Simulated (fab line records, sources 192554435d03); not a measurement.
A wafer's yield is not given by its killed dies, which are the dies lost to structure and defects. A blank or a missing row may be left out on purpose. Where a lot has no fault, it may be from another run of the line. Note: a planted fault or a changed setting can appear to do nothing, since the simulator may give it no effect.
Chamber matching :: flow n5Finfet :: rieDiel-05 running N5_BEOL_M0_STRIP_142: 4 sister chambers
The step strips in N2/H2, time 10 s. 4 wafers are shown with their chamber, then 7 later ones without.

== WAFERS, EACH WITH ITS CHAMBER ==
wafer: L083.5
chamber: 2
showerheadPlenumPTorr (Torr): 2.63

wafer: L085.3
chamber: 1
showerheadPlenumPTorr (Torr): 2.55

wafer: L086.2
chamber: 0
showerheadPlenumPTorr (Torr): 2.68

wafer: L086.3
chamber: 3
showerheadPlenumPTorr (Torr): 2.45

== WAFERS WITH NO CHAMBER GIVEN ==
wafer: L086.4
showerheadPlenumPTorr (Torr): 2.55

wafer: L088.1
showerheadPlenumPTorr (Torr): 2.45

wafer: L088.2
showerheadPlenumPTorr (Torr): 2.62

wafer: L088.4
showerheadPlenumPTorr (Torr): 2.68

wafer: L089.2
showerheadPlenumPTorr (Torr): 2.54

wafer: L089.3
showerheadPlenumPTorr (Torr): 2.68

wafer: L089.5
showerheadPlenumPTorr (Torr): 2.68

== CHAMBER TAKEN BY EACH ==
wafer: L086.4
from the rows above: 1
in truth: 1

wafer: L088.1
from the rows above: 3
in truth: 3

wafer: L088.2
from the rows above: 2
in truth: 2

wafer: L088.4
from the rows above: 0
in truth: 0

wafer: L089.2
from the rows above: 1
in truth: 1

wafer: L089.3
from the rows above: 0
in truth: 0

wafer: L089.5
from the rows above: 0
in truth: 0
Correctly placed: 7 of 7. Number that these rows cannot place: 0. Wrongly placed: 0.
How it was worked out, from the rows above alone: a wafer's distance from a chamber is the root of the sum, over the readings, of the square of ((its reading less the chamber's mean) divided by the reading's scatter). The wafer belongs to the nearest chamber; if the next one is less than 2 further off, it can't be placed. For every chamber, the mean is computed from those of its wafers that are shown. The scatter: root of mean squared gap, hidden wafer to nearest shown wafer, with one shown wafer a chamber.
